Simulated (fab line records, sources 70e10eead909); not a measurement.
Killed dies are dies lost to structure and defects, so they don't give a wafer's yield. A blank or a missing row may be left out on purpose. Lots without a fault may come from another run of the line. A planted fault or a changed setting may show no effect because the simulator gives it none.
fab line records | flow nand_harc
record lots=14 wafers=42 last_day=27
route steps=1159 shown A_CHANNEL_FILL_D1@494 A_STAIRCASE@527
lots that met no fault: from a run of the same line without faults
start_h: hours from the record's first day to the start of the lot's first wafer shown | wait_h: hours since the lot's step before | " the same as in the row above | L1.1+2: a row that stands for several wafers | - no value, or no start given | * or withheld: withheld | < > ~ a bound
route shown NAME@n: a module of which the file shows steps, and the number in the route of the first | usual: mean/standard deviation of fault-free wafers | same: alike in all rows | chamber/n: place in a boat | sites: the reading at each site | _std_site: their standard deviation | _edge_site: outer sites' mean less inner sites' | radius_mm: how far each site lies from the wafer's centre | mask NAME#n: copy n | behind: the tool/chamber that last shaped the wafer | hold: why the lot was held/for how many hours/how that ended | device: the transistor (n, p or np) that didn't switch | end of line: the same wafers' tests at the end of the route | a step without rows: its recipe alone | killed: dies lost to structure and defects at the first sort, not the wafer's yield | map: a wafer's dies, x killed, . not, _ none there
set.NAME: the setting as run; set.NAME@STEP: as run at that earlier step | model.NAME: the simulator's own value behind a step, which no gauge read
steps of the route over a sample of lots; a table a step, a row a wafer
services: from which hour (start_h, from the record's first day; less than 0 if before it) a tool's chamber was out of use, for how many hours, and why
## steps
# step NHARC_A_CHANNEL_FILL_D1_ALD_14
# recipe target_thk_a=25 pulse_time_s=10 ald_cycles=25 temp_c=300 material=SiO2
# usual heater_power_w=457/37 precursor_pulse_height_rel=1.001/0.019
# columns lot.wafer tool chamber start_h wait_h heater_power_w precursor_pulse_height_rel
L830.1 ald_hk-03 3 175.03 0.2 464 1.041
L830.6 " 0 " " 484 0.998
L830.5 " 1 " " 422 0.987
L832.3 ald_hk-03 1 204.33 0.0 413 1.025
L832.4 " 3 " " 469 0.987
L832.1 " 0 " " 492 0.957
L833.1 ald_hk-04 3 204.34 0.0 466 0.984
L833.4 " 1 " " 522 0.975
L833.6 " 0 " " 422 1.004
L831.2 ald_hk-01 0 204.41 0.1 424 1.010
L831.3 " 1 " " 482 1.017
L831.6 " 3 " " 429 0.979
L835.4 ald_hk-03 2 214.87 0.0 391 1.027
L835.5 " 2 " " 390 1.002
L835.6 " 3 " " 463 0.993
L842.4 ald_hk-03 2 264.83 0.2 379 0.994
L842.2 " 0 " " 491 1.023
L842.6 " 2 " " 391 0.955
L844.2 ald_hk-03 2 265.34 0.7 384 0.997
L844.5 " 1 " " 422 1.016
L844.6 " 2 " " 380 1.039
L846.2 ald_hk-03 1 287.77 0.1 421 0.980
L846.1 " 3 " " 477 1.011
L846.5 " 0 " " 496 0.997
L845.3 ald_hk-01 0 287.81 0.1 469 0.992
L845.2 " 1 " " 484 0.979
L845.6 " 2 " " 502 1.032
L847.4 ald_hk-01 2 297.52 0.1 505 1.009
L847.3 " 0 " " 455 1.017
L847.1 " 1 " " 480 1.020
L848.2 ald_hk-03 3 301.77 0.2 467 1.013
L848.5 " 0 " " 499 1.002
L848.6 " 1 " " 429 0.994
L849.1 ald_hk-03 2 305.40 0.0 381 0.974
L849.2 " 0 " " 500 0.986
L849.5 " 3 " " 461 1.017
L851.2 ald_hk-04 2 313.05 0.1 472 0.982
L851.1 " 3 " " 463 0.992
L851.6 " 1 " " 507 0.992
L853.3 ald_hk-01 3 331.01 0.1 439 0.994
L853.4 " 1 " " 497 0.969
L853.6 " 2 " " 510 1.003
# step NHARC_A_CHANNEL_FILL_D1_ETCHBACK_20
# recipe target_depth_a=270 time_s=13.5 c4f8_flow_sccm=withheld o2_flow_sccm=8 ar_flow_sccm=withheld rf_w=600 bias_w=1500 chemistry=C4F8/O2/Ar
# usual oes_product_au=0.96/0.037 rf_vpp_V=980/5.3
# columns lot.wafer tool chamber start_h wait_h oes_product_au rf_hours_counter_h rf_vpp_V
L830.1 rie_diel-03 3 192.83 - 0.92 6 974
L830.5 " 2 " " 0.91 - 980
L830.6 " 3 " " 0.92 - 973
L831.2 rie_diel-07 0 221.45 - 0.93 4 988
L831.3 " 1 " " 0.92 4 985
L831.6 " 0 " " 0.93 - 989
L833.4 rie_diel-04 2 221.46 - 0.93 18 976
L833.1 " 3 " " 0.93 19 980
L833.6 " 1 " " 1.01 - 978
L832.3 rie_diel-07 3 221.50 - 1.00 3 987
L832.4 " 0 " " 1.01 4 987
L832.1 " 2 " " 1.00 4 983
L835.4 rie_diel-04 3 231.84 - 0.92 20 979
L835.6 " 0 " " 0.93 - 971
L835.5 " 1 " " 0.93 - 978
L842.2 rie_diel-03 1 282.08 - 1.01 2 978
L842.4 " 0 " " 1.00 2 974
L842.6 " 1 " " 1.00 - 981
L844.2 rie_diel-07 1 282.11 - 0.99 1 985
L844.5 " 2 " " 0.99 - 982
L844.6 " 3 " " 1.00 - 988
L845.2 rie_diel-03 3 305.07 - 0.98 3 973
L845.3 " 2 " " 0.96 3 978
L845.6 " 3 " " 0.97 - 974
L846.1 rie_diel-07 3 305.09 - 1.00 2 989
L846.2 " 0 " " 0.99 2 987
L846.5 " 2 " " 1.01 - 983
L847.1 rie_diel-03 2 314.47 - 0.93 3 977
L847.3 " 3 " " 0.92 3 974
L847.4 " 3 " " 0.94 - 976
L848.2 rie_diel-03 3 318.67 - 0.93 4 975
L848.6 " 0 " " 0.91 - 973
L848.5 " 1 " " 0.92 - 980
L849.1 rie_diel-03 1 322.47 - 0.93 3 978
L849.2 " 3 " " 0.94 4 975
L849.5 " 2 " " 0.92 - 978
L851.1 rie_diel-03 3 332.57 - 0.93 4 974
L851.2 " 1 " " 0.93 4 980
L851.6 " 1 " " 0.92 - 978
L853.3 rie_diel-07 1 348.15 - 0.93 3 986
L853.4 " 0 " " 0.92 3 987
L853.6 " 1 " " 0.92 - 985
# step NHARC_A_CHANNEL_FILL_D1_ALD_25
# recipe target_thk_a=600 pulse_time_s=10 ald_cycles=600 temp_c=300 material=SiOx
# usual heater_power_w=464/33 precursor_pulse_height_rel=1.003/0.021
# columns lot.wafer tool chamber start_h wait_h heater_power_w precursor_pulse_height_rel
L830.1 ald_hk-03 0 205.91 1.3 498 1.000
L830.5 " 2 207.16 2.5 386 1.028
L830.6 " 3 " " 476 1.004
L832.4 ald_hk-04 0 236.74 3.5 426 0.985
L832.1 " 1 " " 516 1.002
L832.3 " 2 " " 466 1.005
L831.2 ald_hk-03 3 237.49 4.2 466 1.020
L831.3 " 0 " " 496 1.039
L831.6 " 3 239.95 6.7 455 1.001
L833.4 ald_hk-01 1 238.00 4.7 468 0.963
L833.1 " 0 239.84 6.6 458 1.030
L833.6 " 1 " " 483 1.021
L835.4 ald_hk-01 2 243.91 0.1 504 1.018
L835.6 " 2 246.36 2.5 496 0.991
L835.5 " 3 " " 439 0.997
L842.2 ald_hk-04 2 293.91 0.1 467 0.995
L842.4 " 0 295.15 1.3 434 0.958
L842.6 " 3 297.00 3.1 480 0.992
L844.2 ald_hk-03 0 295.73 1.9 487 1.002
L844.6 " 1 " " 431 1.043
L844.5 " 2 " " 379 0.998
L846.2 ald_hk-01 1 317.15 0.1 493 1.008
L846.1 " 3 318.38 1.3 429 0.967
L846.5 " 1 319.61 2.5 478 0.991
L845.3 ald_hk-03 0 319.74 2.6 495 1.016
L845.2 " 1 " " 433 0.974
L845.6 " 3 321.60 4.5 467 1.003
L847.1 ald_hk-04 1 327.60 0.4 518 1.001
L847.3 " 2 " " 471 1.028
L847.4 " 3 " " 462 1.014
L848.2 ald_hk-01 1 331.23 0.1 487 1.011
L848.5 " 1 333.68 2.5 490 0.997
L848.6 " 2 " " 509 1.034
L849.2 ald_hk-04 0 336.63 2.5 436 1.017
L849.1 " 1 337.87 3.8 500 0.959
L849.5 " 3 340.35 6.2 462 0.957
L851.1 ald_hk-03 1 344.24 0.1 424 1.027
L851.2 " 0 346.10 1.9 490 1.000
L851.6 " 1 " " 416 1.009
L853.3 ald_hk-04 1 359.98 0.1 502 1.012
L853.4 " 0 361.83 1.9 449 1.028
L853.6 " 1 " " 502 1.003
# step NHARC_A_STAIRCASE_DEVELOP_165
# recipe time_s=140
# usual chill_plate_temp_C=22.97/0.11 exhaust_pa=44.8/0.85
# columns lot.wafer tool chamber start_h wait_h chill_plate_temp_C exhaust_pa
L830.1 litho_track-05 0 217 - 22.90 46.8
L830.5 " 0 " " 22.79 45.2
L830.6 " 0 " " 22.93 45.8
L832.1 litho_track-03 0 249 - 22.91 44.5
L832.3 " 0 " " 23.05 45.5
L832.4 " 0 " " 22.89 45.1
L831.2 litho_track-05 0 249 - 22.93 45.3
L831.3 " 0 " " 23.02 44.0
L831.6 " 0 " " 23.03 43.5
L833.1 litho_track-05 0 249 - 22.99 44.5
L833.4 " 0 " " 23.06 44.9
L833.6 " 0 " " 22.90 43.8
L835.4 litho_track-02 0 256 - 22.94 44.4
L835.5 " 0 " " 22.91 42.5
L835.6 " 0 " " 22.96 44.3
L842.2 litho_track-05 - 306 - - -
L842.4 " - " " - -
L842.6 " - " " - -
L844.2 litho_track-03 - 306 - - -
L844.5 " - " " - -
L844.6 " - " " - -
L845.2 litho_track-05 0 329 - 23.07 45.2
L845.3 " 0 " " 23.17 46.2
L845.6 " 0 " " 23.10 45.8
L846.1 litho_track-03 0 329 - 22.88 46.4
L846.2 " 0 " " 23.14 43.5
L846.5 " 0 " " 23.21 44.6
L847.1 litho_track-05 0 340 - 23.06 45.5
L847.3 " 0 " " 22.92 44.8
L847.4 " 0 " " 22.97 44.1
L848.2 litho_track-03 0 343 - 22.74 43.3
L848.5 " 0 " " 22.80 43.3
L848.6 " 0 " " 22.80 43.9
L849.1 litho_track-03 0 350 - 22.96 45.4
L849.2 " 0 " " 22.90 45.9
L849.5 " 0 " " 23.06 45.9
L851.1 litho_track-03 0 356 - 23.01 43.7
L851.2 " 0 " " 22.95 44.3
L851.6 " 0 " " 23.16 43.1
L853.3 litho_track-05 0 372 - 23.11 45.0
L853.4 " 0 " " 23.06 44.8
L853.6 " 0 " " 23.22 45.0
## services
# columns tool chamber start_h hours kind
ald_hk-03 0 154.00 - clean
ald_hk-03 1 154.00 - clean
ald_hk-03 2 154.00 - clean
ald_hk-03 3 154.00 - clean
litho_track-02 - 165.00 7.0 pm
rie_diel-03 2 179.62 5.3 repair
ald_hk-04 - 186.18 10.0 pm
rie_diel-04 - 191.45 2.7 repair
litho_track-03 - 213.00 7.0 pm
rie_diel-03 - 215.30 9.0 pm
ald_hk-01 - 228.00 10.0 pm
rie_diel-07 - 228.20 9.0 pm
rie_diel-04 2 233.99 2.6 repair
litho_track-05 - 237.01 7.0 pm
rie_diel-04 - 288.98 9.0 pm
rie_diel-03 1 290.65 4.2 repair
rie_diel-03 0 309.66 5.1 repair
rie_diel-07 2 318.21 5.0 repair
ald_hk-03 0 322.22 10.0 vent_cycle
ald_hk-03 1 322.22 10.0 vent_cycle
ald_hk-03 0 332.22 - clean
rie_diel-03 2 332.35 6.6 repair
litho_track-02 - 340.00 7.0 pm
rie_diel-07 3 344.65 2.1 repair
## key
first_sign step=NHARC_A_STAIRCASE_DEVELOP_165 reading=tool_record direction=missing
effect none on later readings
met_at NHARC_A_STAIRCASE_DEVELOP_165
struck_lots L842,L844
later_rows_left_out L842.2,L842.4,L842.6,L844.2,L844.5,L844.6
sort_left_out L842.2,L842.4,L842.6,L844.2,L844.5,L844.6
tester_left_out L842,L844
not_acting_at NHARC_A_CHANNEL_FILL_D1_ALD_14,NHARC_A_CHANNEL_FILL_D1_ETCHBACK_20,NHARC_A_CHANNEL_FILL_D1_ALD_25
onset_between 249 306
fault kind=skipped_step_whole tool=litho_track-03,litho_track-05 chamber=- onset_h=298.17 steps=NHARC_A_STAIRCASE_DEVELOP_165 scope=struck_lots_only
# tester_left_out: of these lots the tester's yield and bins aren't shown, on N5 and GAA mostly nor the transistor test; their killed dies are dies lost to structure and defects alone, not to doping, threshold or leakage, so they don't give the yield
# sort_left_out: the simulated sort isn't trusted on such a fault, so these wafers' sort isn't shown, and their yield isn't known
# later_rows_left_out: the simulator's readings of these wafers behind a module that went badly wrong aren't trusted and aren't shown, but for the sort
